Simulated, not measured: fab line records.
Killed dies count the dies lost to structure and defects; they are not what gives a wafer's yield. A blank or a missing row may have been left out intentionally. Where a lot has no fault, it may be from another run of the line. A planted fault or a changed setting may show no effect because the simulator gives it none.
fab line records || flow n5Finfet
record: {"lots": 4, "wafers": 12, "lastDay": 16}
route steps=1938 shown BEOL_M4@1048 PASSIVATION@1936
lots with no fault: from the same line, run without faults
startH: start of the lot's first displayed wafer, in hours after the record's first day || waitH: hours elapsed since this lot's preceding step || " same as the row above || L1.1+2: a row that stands for several wafers || - either no value or no given start || * or withheld: withheld || < > ~ a bound
route shown NAME@n: NAME is a module with steps in the file, n the number in the route of the first one || usual: average and standard deviation across the fault-free wafers || same: alike in all rows || chamber/n: place in a boat || sites: the reading at each site || _std_site: their standard deviation || _edge_site: the outer-site mean with the inner-site mean subtracted || radiusMm: how far each site lies from the wafer's centre || mask NAME#n: copy n || behind: the most recent tool/chamber to have shaped the wafer || hold: reason for holding the lot/hours on hold/outcome of the hold || device: transistor that didn't switch, given as n, p or np || end of line: tests of these same wafers at the route's end || step lacking rows: just its recipe || killed: the dies lost at the first sort to structure and to defects; this is not the yield of the wafer || map: the dies of a wafer, with x for killed, . for not killed, _ for no die there
set.NAME: setting as actually run; set.NAME@STEP: the setting as run at that earlier step || model.NAME: the simulator's own value behind a step, which no gauge read
lots seen at some steps along the route; tables by step, rows by wafer
services: a tool's chamber out of use, with start hour (startH, from the record's first day; less than 0 if before it), hours out, and reason
== steps ==
step: N5_BEOL_M4_COAT_68
recipe: {"resist": "SiARC", "tempC": 220, "timeS": 60, "spinRpm": 1500, "resistThkNm": 12}
step: N5_BEOL_M4_COAT_76
recipe: {"resist": "underlayer", "tempC": 205, "timeS": 60, "spinRpm": 1500, "resistThkNm": 5}
step: N5_BEOL_M4_COAT_22
recipe: {"resist": "CAR-EUV", "spinRpm": 1500, "resistThkNm": 30}
step: N5_BEOL_M4_EBR_24
recipe: {"solvent": "PGMEA", "ebrWidthMm": 1.5}
step: N5_BEOL_M4_SOFTBAKE_23
recipe: {"tempC": 110, "timeS": 60, "resist": "CAR-EUV"}
step: N5_BEOL_M4_EXPOSE_25
recipe: {"maskId": "V3", "na": 0.33, "sourceShape": "quasar", "sigmaInner": 0.2, "sigmaOuter": 0.8, "polarization": "unpolarized", "defocusNm": 5, "doseMj": 63}
step: N5_BEOL_M4_PEB_26
recipe: {"pebTempC": 100, "pebTimeS": 60, "resist": "CAR-EUV"}
step: N5_BEOL_M4_DEVELOP_27
recipe: {"developTimeS": 30, "developer": "TMAH", "resist": "CAR-EUV", "rinseLiquid": "surfactantRinse", "dry": "airSpin", "devTempC": 23}
step: N5_BEOL_M4_DESCUM_33
recipe: {"chemistry": "O2", "timeS": 7, "sourcePowerW": 50, "biasPowerW": 20, "pressureMtorr": 20, "rfFrequencyHz": 2.712e+07, "tempC": 40, "resist": "CAR-EUV", "o2FlowSccm": 225}
step: N5_BEOL_M4_ETCH_77
recipe: {"chemistry": "N2/H2", "target": "underlayer", "targetDepthA": 65, "maskMaterial": "CAR-EUV", "timeS": 5.2, "ionEnergyEv": 200, "pressureMtorr": 30, "sourceW": 840, "biasW": 150, "n2FlowSccm": 200, "h2FlowSccm": 200, "ends": "cleared"}
usual: {"chamberPressureMTorr": "30.00/0.043", "drypumpMotorCurrentA": "5.7/0.66", "etchRfOnTimeS": "5.19/0.12", "n2FlowSccm": "200.0/0.61", "oesProductAu": "0.70/0.069", "rfVppV": "522.7/2.7", "showerheadPlenumPTorr": "2.50/0.08", "throttleValvePct": "17.88/0.23"}
{"lot.wafer": "L185.3", "tool": "rieDiel-04", "chamber": 0, "startH": 167.90, "waitH": 0.0, "chamberPressureMTorr": 29.96, "drypumpMotorCurrentA": 5.5, "etchRfOnTimeS": 5.31, "n2FlowSccm": 200.0, "oesProductAu": 0.63, "rfHoursCounterH": 137, "rfVppV": 521.5, "showerheadPlenumPTorr": 2.44, "throttleValvePct": 17.88}
{"lot.wafer": "L185.4", "tool": "rieDiel-04", "chamber": 3, "startH": 167.90, "waitH": 0.0, "chamberPressureMTorr": 29.99, "drypumpMotorCurrentA": 5.7, "etchRfOnTimeS": 5.09, "n2FlowSccm": 199.2, "oesProductAu": 0.72, "rfHoursCounterH": 61, "rfVppV": 523.9, "showerheadPlenumPTorr": 2.46, "throttleValvePct": 17.93}
{"lot.wafer": "L185.6", "tool": "rieDiel-04", "chamber": 2, "startH": 167.90, "waitH": 0.0, "chamberPressureMTorr": 30.03, "drypumpMotorCurrentA": 5.8, "etchRfOnTimeS": 5.14, "n2FlowSccm": 200.4, "oesProductAu": 0.60, "rfHoursCounterH": "-", "rfVppV": 526.8, "showerheadPlenumPTorr": 2.51, "throttleValvePct": 18.13}
{"lot.wafer": "L191.2", "tool": "rieDiel-04", "chamber": 1, "startH": 214.11, "waitH": 0.0, "chamberPressureMTorr": 30.03, "drypumpMotorCurrentA": 6.1, "etchRfOnTimeS": 5.06, "n2FlowSccm": 199.6, "oesProductAu": 0.73, "rfHoursCounterH": 62, "rfVppV": 522.2, "showerheadPlenumPTorr": 2.48, "throttleValvePct": 17.61}
{"lot.wafer": "L191.4", "tool": "rieDiel-04", "chamber": 1, "startH": 214.11, "waitH": 0.0, "chamberPressureMTorr": 30.06, "drypumpMotorCurrentA": 6.1, "etchRfOnTimeS": 5.04, "n2FlowSccm": 198.8, "oesProductAu": 0.72, "rfHoursCounterH": "-", "rfVppV": 522.0, "showerheadPlenumPTorr": 2.48, "throttleValvePct": 17.63}
{"lot.wafer": "L191.5", "tool": "rieDiel-04", "chamber": 2, "startH": 214.11, "waitH": 0.0, "chamberPressureMTorr": 30.01, "drypumpMotorCurrentA": 5.9, "etchRfOnTimeS": 5.21, "n2FlowSccm": 199.8, "oesProductAu": 0.58, "rfHoursCounterH": "-", "rfVppV": 523.6, "showerheadPlenumPTorr": 2.51, "throttleValvePct": 18.16}
{"lot.wafer": "L193.1", "tool": "rieDiel-04", "chamber": 0, "startH": 225.78, "waitH": 0.0, "chamberPressureMTorr": 29.95, "drypumpMotorCurrentA": 5.5, "etchRfOnTimeS": 5.36, "n2FlowSccm": 200.2, "oesProductAu": 0.61, "rfHoursCounterH": 151, "rfVppV": 521.4, "showerheadPlenumPTorr": 2.44, "throttleValvePct": 17.91}
{"lot.wafer": "L193.2", "tool": "rieDiel-04", "chamber": 3, "startH": 225.78, "waitH": 0.0, "chamberPressureMTorr": 30.04, "drypumpMotorCurrentA": 5.7, "etchRfOnTimeS": 5.12, "n2FlowSccm": 200.2, "oesProductAu": 0.72, "rfHoursCounterH": 81, "rfVppV": 522.7, "showerheadPlenumPTorr": 2.45, "throttleValvePct": 17.97}
{"lot.wafer": "L193.4", "tool": "rieDiel-04", "chamber": 1, "startH": 225.78, "waitH": 0.0, "chamberPressureMTorr": 29.95, "drypumpMotorCurrentA": 6.2, "etchRfOnTimeS": 5.00, "n2FlowSccm": 199.5, "oesProductAu": 0.72, "rfHoursCounterH": 67, "rfVppV": 523.1, "showerheadPlenumPTorr": 2.48, "throttleValvePct": 17.64}
{"lot.wafer": "L198.1", "tool": "rieDiel-03", "chamber": 0, "startH": 247.78, "waitH": 0.0, "chamberPressureMTorr": 29.98, "drypumpMotorCurrentA": 5.0, "etchRfOnTimeS": 5.22, "n2FlowSccm": 200.6, "oesProductAu": 0.71, "rfHoursCounterH": 63, "rfVppV": 528.0, "showerheadPlenumPTorr": 2.58, "throttleValvePct": 17.95}
{"lot.wafer": "L198.4", "tool": "rieDiel-03", "chamber": 0, "startH": 247.78, "waitH": 0.0, "chamberPressureMTorr": 29.95, "drypumpMotorCurrentA": 5.0, "etchRfOnTimeS": 5.19, "n2FlowSccm": 200.6, "oesProductAu": 0.72, "rfHoursCounterH": "-", "rfVppV": 526.2, "showerheadPlenumPTorr": 2.58, "throttleValvePct": 17.95}
{"lot.wafer": "L198.5", "tool": "rieDiel-03", "chamber": 2, "startH": 247.78, "waitH": 0.0, "chamberPressureMTorr": 30.00, "drypumpMotorCurrentA": 4.8, "etchRfOnTimeS": 5.10, "n2FlowSccm": 200.6, "oesProductAu": 0.75, "rfHoursCounterH": "-", "rfVppV": 521.2, "showerheadPlenumPTorr": 2.50, "throttleValvePct": 17.62}
step: N5_BEOL_M4_ETCH_69
recipe: {"chemistry": "CF4", "target": "SiARC", "targetDepthA": 156, "maskMaterial": "CAR-EUV", "timeS": 26, "ionEnergyEv": 80, "pressureMtorr": 40, "sourceW": 545, "biasW": 36, "Ar_flow_sccm": 100, "cf4FlowSccm": 100, "ends": "cleared"}
step: N5_BEOL_M4_ALD_98
recipe: {"material": "SiO2", "targetThkA": 25, "tempC": 100, "aldPrecursorFamily": "BDEAS", "aldCoReactant": "O2-plasma", "pulseTimeS": 1, "coReactantPulseTimeS": 1, "purgeTimeS": 2, "coReactantPurgeTimeS": 2, "aldCycles": 17, "pressureTorr": 2}
step: N5_BEOL_M4_ETCHBACK_99
recipe: {"chemistry": "CHF3", "target": "SiO2", "targetDepthA": 50, "timeS": 10.4, "sourceW": 215, "biasW": 47, "Ar_flow_sccm": 200, "CHF3_flow_sccm": 12, "ionEnergyEv": 100, "pressureMtorr": 30}
step: N5_BEOL_M4_ETCH_70
recipe: {"chemistry": "N2/H2", "target": "SOC", "targetDepthA": 800, "overetchA": 240, "maskMaterial": "SiARC", "tempC": 40, "timeS": 130, "ionEnergyEv": 200, "pressureMtorr": 30, "sourceW": 840, "biasW": 150, "n2FlowSccm": 200, "h2FlowSccm": 200}
step: N5_BEOL_M4_STRIP_71
recipe: {"chemistry": "N2/H2", "tempC": 40, "n2FlowSccm": 200, "h2FlowSccm": 200, "rfFrequencyHz": 6e+07}
step: N5_BEOL_M4_STRIP_78
recipe: {"chemistry": "N2/H2", "tempC": 40, "n2FlowSccm": 200, "h2FlowSccm": 200, "rfFrequencyHz": 6e+07}
step: N5_BEOL_M4_VIA_ETCH_34
recipe: {"chemistry": "C4F6/O2", "targetDepthA": 694, "maskMaterial": "SOC", "pressureMtorr": 15, "ionEnergyEv": 250, "taperDeg": 4, "timeS": 65.9, "sourceW": 350, "biasW": 170, "Ar_flow_sccm": 300, "C4F6_flow_sccm": 10, "O2_flow_sccm": 10}
step: N5_BEOL_M4_STRIP_83
recipe: {"chemistry": "C4F6/O2", "resist": "SiARC", "rfFrequencyHz": 6e+07}
step: N5_BEOL_M4_STRIP_36
recipe: {"chemistry": "N2/H2", "powerW": 450, "tempC": 40, "pressureMtorr": 20, "rfFrequencyHz": 6e+07, "overashFraction": 0.3, "biasPowerW": 7, "h2Frac": 0.5, "n2FlowSccm": 200, "h2FlowSccm": 200}
step: N5_BEOL_M4_TRENCH_ETCH_37
recipe: {"chemistry": "C4F6/O2", "targetDepthA": 555.55, "target": "SiOC", "timeS": 29.2, "ionEnergyEv": 250, "pressureMtorr": 30, "sourceW": 355, "biasW": 185, "Ar_flow_sccm": 300, "C4F6_flow_sccm": 10, "O2_flow_sccm": 10}
step: N5_BEOL_M4_ETCH_41
recipe: {"chemistry": "CH3F/O2", "target": "SiCN", "targetDepthA": 299, "taperDeg": 2, "timeS": 52.5, "ionEnergyEv": 120, "maskMaterial": "TiN", "pressureMtorr": 30, "sourceW": 395, "biasW": 75, "Ar_flow_sccm": 150, "CH3F_flow_sccm": 30, "O2_flow_sccm": 20}
step: N5_BEOL_M4_STRIP_97
recipe: {"chemistry": "N2/H2", "timeS": 10, "powerW": 450, "tempC": 40, "pressureMtorr": 20, "rfFrequencyHz": 6e+07, "biasPowerW": 7, "n2FlowSccm": 200, "h2FlowSccm": 200}
step: N5_BEOL_M4_HM_STRIP_39
recipe: {"chemistry": "peroxideTinStrip", "material": "TiN", "targetDepthA": 250, "tempC": 50, "timeS": 158}
step: N5_BEOL_M4_SRD_40
recipe: {"timeS": 30, "tempC": 23, "rinseLiquid": "diw", "dry": "ipaMarangoni"}
step: N5_BEOL_M4_PRECLEAN_42
recipe: {"chemistry": "residueRemover", "timeS": 60, "tempC": 40}
step: N5_BEOL_M4_SRD_43
recipe: {"timeS": 30, "tempC": 23, "rinseLiquid": "diw", "dry": "ipaMarangoni"}
step: N5_BEOL_M4_DEGAS_44
recipe: {"ambient": "vacuum", "tempC": 250, "timeS": 60}
step: N5_BEOL_M4_PRE_CLEAN_45
recipe: {"gas": "H2/He", "timeS": 30, "tempC": 250}
step: N5_BEOL_M4_ALD_84
recipe: {"material": "TaN", "targetThkA": "*", "tempC": 275, "aldPrecursorFamily": "PDMAT", "aldCoReactant": "NH3", "pressureTorr": 3, "carrierFlowSccm": 1500, "pulseTimeS": 2, "purgeTimeS": 3, "coReactantPurgeTimeS": 2, "coReactantPulseTimeS": 3, "aldCycles": 30, "precursorVesselTempC": 75, "precursorVesselPressureTorr": 26.25, "precursorVesselCarrierSccm": 1000}
step: N5_BEOL_M4_SURFACE_TREAT_85
recipe: {"gas": "Ar", "timeS": "*", "ionEnergyEv": "*", "ionCurrentMaCm2": 0.5, "pressureMtorr": "*", "arFlowSccm": 30}
step: N5_BEOL_M4_CVD_47
recipe: {"material": "Co", "targetThkA": 30, "tempC": "withheld", "precursor": "CCTBA/H2", "pressureTorr": 30, "timeS": 223.8}
step: N5_BEOL_M4_SPUTTER_48
recipe: {"material": "Cu", "targetThkA": 45, "tempC": -20, "chamberPressurePa": 0.07, "powerW": "withheld", "timeS": 8.29}
step: N5_BEOL_M4_ANNEAL_49
recipe: {"tempC": 400, "timeS": 240, "ambient": "vacuum"}
step: N5_BEOL_M4_SPUTTER_79
recipe: {"material": "Cu", "targetThkA": 45, "tempC": -20, "chamberPressurePa": 0.07, "powerW": "withheld", "timeS": 8.29}
step: N5_BEOL_M4_ANNEAL_80
recipe: {"tempC": 400, "timeS": 240, "ambient": "vacuum"}
step: N5_BEOL_M4_SPUTTER_81
recipe: {"material": "Cu", "targetThkA": 45, "tempC": -20, "chamberPressurePa": 0.07, "powerW": "withheld", "timeS": 8.29}
step: N5_BEOL_M4_ANNEAL_82
recipe: {"tempC": 400, "timeS": 240, "ambient": "vacuum"}
step: N5_PASSIVATION_PROBE_49
usual: {"defectLimitedYield": "91.0/1.3", "killed_at_M0_to_M3": "36/9.5", "killed_at_M4_up": "14/5.6", "killedAtContacts": "12/6.4", "killedAtFrontEnd": "40/10", "killedAtOther": "3.2/3", "killedDies": "107/15", "killedOpen": "69/12", "killedShort": "35/7.7", "sort_bin_5_function": "5.3/0.91", "sort_bin_6_memory": "3.3/0.65", "sort_bin_8_speed": "0.00/0.012", "sortNPass": "1073/15", "sortYieldPct": "91.0/1.3"}
same: {"grossDies": 1180, "killedAtBackSide": 0, "sort_bin_4_leakage[%]": 0}
{"lot.wafer": "L191.2", "tool": "prober-02", "chamber": "-", "startH": 335.80, "waitH": 0.1, "defectLimitedYield[%]": 85.1, "killed_at_M0_to_M3": 31, "killed_at_M4_up": 110, "killedAtContacts": 3, "killedAtFrontEnd": 32, "killedAtOther": 0, "killedDies": 176, "killedOpen": 57, "killedShort": 28, "sort_bin_5_function[%]": 10.3, "sort_bin_6_memory[%]": 3.7, "sort_bin_8_speed[%]": 0, "sortNPass": 1004, "sortYieldPct[%]": 85.1}
{"lot.wafer": "L191.4", "tool": "prober-02", "chamber": "-", "startH": 335.90, "waitH": 0.2, "defectLimitedYield[%]": 83.3, "killed_at_M0_to_M3": 37, "killed_at_M4_up": 112, "killedAtContacts": 8, "killedAtFrontEnd": 40, "killedAtOther": 0, "killedDies": 197, "killedOpen": 65, "killedShort": 37, "sort_bin_5_function[%]": 10.0, "sort_bin_6_memory[%]": 5.2, "sort_bin_8_speed[%]": 0, "sortNPass": 983, "sortYieldPct[%]": 83.3}
{"lot.wafer": "L191.5", "tool": "prober-02", "chamber": "-", "startH": 335.95, "waitH": 0.2, "defectLimitedYield[%]": 85.2, "killed_at_M0_to_M3": 31, "killed_at_M4_up": 82, "killedAtContacts": 12, "killedAtFrontEnd": 49, "killedAtOther": 1, "killedDies": 175, "killedOpen": 70, "killedShort": 37, "sort_bin_5_function[%]": 10.5, "sort_bin_6_memory[%]": 3.2, "sort_bin_8_speed[%]": 0.08, "sortNPass": 1005, "sortYieldPct[%]": 85.2}
{"lot.wafer": "L193.1", "tool": "prober-01", "chamber": "-", "startH": 346.27, "waitH": 0.0, "defectLimitedYield[%]": 84.4, "killed_at_M0_to_M3": 25, "killed_at_M4_up": 107, "killedAtContacts": 2, "killedAtFrontEnd": 48, "killedAtOther": 2, "killedDies": 184, "killedOpen": 54, "killedShort": 30, "sort_bin_5_function[%]": 9.6, "sort_bin_6_memory[%]": 4.3, "sort_bin_8_speed[%]": 0, "sortNPass": 996, "sortYieldPct[%]": 84.4}
{"lot.wafer": "L193.2", "tool": "prober-01", "chamber": "-", "startH": 346.32, "waitH": 0.1, "defectLimitedYield[%]": 85.0, "killed_at_M0_to_M3": 15, "killed_at_M4_up": 107, "killedAtContacts": 4, "killedAtFrontEnd": 45, "killedAtOther": 6, "killedDies": 177, "killedOpen": 48, "killedShort": 26, "sort_bin_5_function[%]": 9.4, "sort_bin_6_memory[%]": 3.5, "sort_bin_8_speed[%]": 0, "sortNPass": 1003, "sortYieldPct[%]": 85.0}
{"lot.wafer": "L193.4", "tool": "prober-01", "chamber": "-", "startH": 346.42, "waitH": 0.2, "defectLimitedYield[%]": 84.6, "killed_at_M0_to_M3": 36, "killed_at_M4_up": 98, "killedAtContacts": 9, "killedAtFrontEnd": 36, "killedAtOther": 3, "killedDies": 182, "killedOpen": 58, "killedShort": 30, "sort_bin_5_function[%]": 9.1, "sort_bin_6_memory[%]": 4.4, "sort_bin_8_speed[%]": 0, "sortNPass": 998, "sortYieldPct[%]": 84.6}
killed by level:class
L191.2 BEOL_M4:unspecified=90 BEOL_M0_SAQP:geometricParticle:open=14 BEOL_M0_SAQP:geometricParticle:short=9 FIN_SAQP:geometricParticle:short=7 STI_FIN_REVEAL:geometricParticle:open=6 BEOL_M4:geometricParticle:open=5 BEOL_M3:geometricParticle:open=5 STARTING-WAFER:geometricParticle:short=5
L191.4 BEOL_M4:unspecified=93 BEOL_M0_SAQP:geometricParticle:short=9 BEOL_M1:geometricParticle:open=9 BEOL_M0_SAQP:geometricParticle:open=8 FIN_SAQP:geometricParticle:open=6 GATE_CUT:geometricParticle:short=6 MOL_CONTACT_COAG:geometricParticle:open=6 BEOL_M3:geometricParticle:open=6
L191.5 BEOL_M4:unspecified=65 FIN_SAQP:geometricParticle:open=13 BEOL_M0_SAQP:geometricParticle:open=9 FIN_SAQP:geometricParticle:short=8 STI_FIN_REVEAL:geometricParticle:open=8 MOL_CONTACT_COAG:geometricParticle:open=8 BEOL_M0_SAQP:geometricParticle:short=8 BEOL_M3:geometricParticle:open=6
L193.1 BEOL_M4:unspecified=97 FIN_SAQP:geometricParticle:open=14 FIN_SAQP:geometricParticle:short=13 BEOL_M1:geometricParticle:open=9 BEOL_M4:geometricParticle:open=7 STI_FIN_REVEAL:geometricParticle:open=7 BEOL_M0_SAQP:geometricParticle:open=5 BEOL_M0_SAQP:geometricParticle:short=4
L193.2 BEOL_M4:unspecified=93 HKMG_FIN:areaEtch=10 BEOL_M1:geometricParticle:open=9 BEOL_M4:geometricParticle:open=9 FIN_SAQP:geometricParticle:open=6 FIN_SAQP:geometricParticle:short=5 GATE_CUT:geometricParticle:short=4 MOL_CONTACT_COAG:geometricParticle:open=4
L193.4 BEOL_M4:unspecified=89 BEOL_M1:geometricParticle:open=8 BEOL_M0_SAQP:geometricParticle:open=8 MOL_CONTACT_COAG:geometricParticle:open=7 BEOL_M2:geometricParticle:open=7 FIN_SAQP:geometricParticle:short=6 BEOL_M0_SAQP:geometricParticle:short=6 DUMMY_GATE:geometricParticle:open=5
map L191.4 (x killed, . not)
_________________........x...________________
______________.............x...._____________
___________........................__________
__________...........x.........x...._________
________.....x...........x....x......._______
_______x...............................______
______...x...x......x..................._____
_____....x...x..x...........x...........x____
____......x................xx..x.x....x...___
___.................x.....x..x.............__
___.....................x....x.............__
__........x.x...x...x.....xx...xx..........._
__.....x..x.........x...........x..........._
_....x........x.........x.x....x....x........
_...............................x............
_..x...............xx........................
_...............x...........x................
_.................x............x....x........
_..........x.........xx......................
_............xx.x............................
_......x.........x.xx..x.....x..x.......x..x.
__.x...x....x...xxxxx..xx..x....x..........._
__..........xxxxxxxxx.xx.x....x............._
___....xx......xxxxxxxxxx.....x.....x......__
___.......x.x..xxxxxxxx.x.....x......x.....__
____....x.x.xxxxxxxxxxxxxx..x....x........___
_____......xx.xxxxxxxxx.x.x......x.......____
______.x...xxxx.xxxxxxxx..x...x.....x..._____
_______......x.xxxxxxxx............x...______
________.x...x...xxxx.........x..x...x_______
__________x.........x...x...x......._________
___________......................x.__________
______________.....x.........x.._____________
_________________..x..x......________________
map L193.1 (x killed, . not)
_________________..x.........________________
______________.................._____________
___________....................x...__________
__________........................x._________
________......x............x.........._______
_______...x........x.................x.______
______.............x................x.x._____
_____............x.......x...............____
____....x..x...............x....x.........___
___...........................x............__
___...........................x...x........__
__.........x..x............x...x.x.........._
__................x............x....x......x_
_...x............x..................x........
_......xx.xx.x......xx...x..xx.xx............
_.....x........x...x.........xx..............
_x.........................xx.xx...x.........
_........x...............x.xxxxxxx..x...x....
_..x............x....xxx.xxxxxxxxxx.........x
_x..................x....xxxxxxxxxx.x.x......
_......................x.x.xxxxxxxxx.........
__..................x..x.xxxxxxxxx..x......._
__..x..................xx.xxxxxxxxxxxx......_
___...............x.x...xxx.xxxxxxx..x....x__
___.x.........x.x....x.x..xxxxxxx.xx.x.....__
____..................x....x..x....x....x.___
_____....x.........x.........x...........____
______......................x.x.x..x...._____
_______.....................x..........______
________.xx...x................x......_______
__________.......................x.._________
___________x....................x..__________
______________........x........._____________
_________________............________________
== services ==
{"tool": "rieDiel-04", "chamber": 0, "startH": 148.13, "hours": 8.1, "kind": "repair"}
{"tool": "rieDiel-04", "chamber": 2, "startH": 239.29, "hours": "-", "kind": "clean"}
{"tool": "rieDiel-04", "chamber": 2, "startH": 239.29, "hours": "-", "kind": "consumableReplace:focusRing"}
{"tool": "rieDiel-04", "chamber": 2, "startH": 239.29, "hours": 25.0, "kind": "scheduledDown"}
{"tool": "rieDiel-04", "chamber": 2, "startH": 239.29, "hours": 25.0, "kind": "ventCycle"}
{"tool": "rieDiel-03", "chamber": 1, "startH": 241.09, "hours": "-", "kind": "clean"}
{"tool": "rieDiel-03", "chamber": 1, "startH": 241.09, "hours": "-", "kind": "consumableReplace:focusRing"}
{"tool": "rieDiel-03", "chamber": 1, "startH": 241.09, "hours": "-", "kind": "consumableReplace:showerhead"}
== key ==
firstSign: {"step": "N5_PASSIVATION_PROBE_49", "reading": "killed_at_M4_up", "direction": "up", "sigmas": 16, "usual": 14, "struck": 103}
effect: {"step": "N5_PASSIVATION_PROBE_49", "reading": "defectLimitedYield", "direction": "down", "sigmas": 4.9, "usual": 91.0, "struck": 84.6}
moreKillsBornAt: {"N5_BEOL_M4_ETCH_77@rieDiel-04": 527}
metAt N5_BEOL_M4_ETCH_77
struckWafers L191.2,L191.4,L191.5,L193.1,L193.2,L193.4
baselineLoss: {"step": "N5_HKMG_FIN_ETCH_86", "wafers": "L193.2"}
onsetBetween 167.90 214.11
fault: {"kind": "chamberParticleSource", "tool": "rieDiel-04", "chamber": "-", "onsetH": 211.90, "steps": "N5_BEOL_M4_ETCH_77", "ratePerVisitCm2": 0.39083, "endH": 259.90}
baselineLoss: these wafers lose ten dies or more at that step, a loss of the line's own and not of a fault; the sort's usual values leave them out
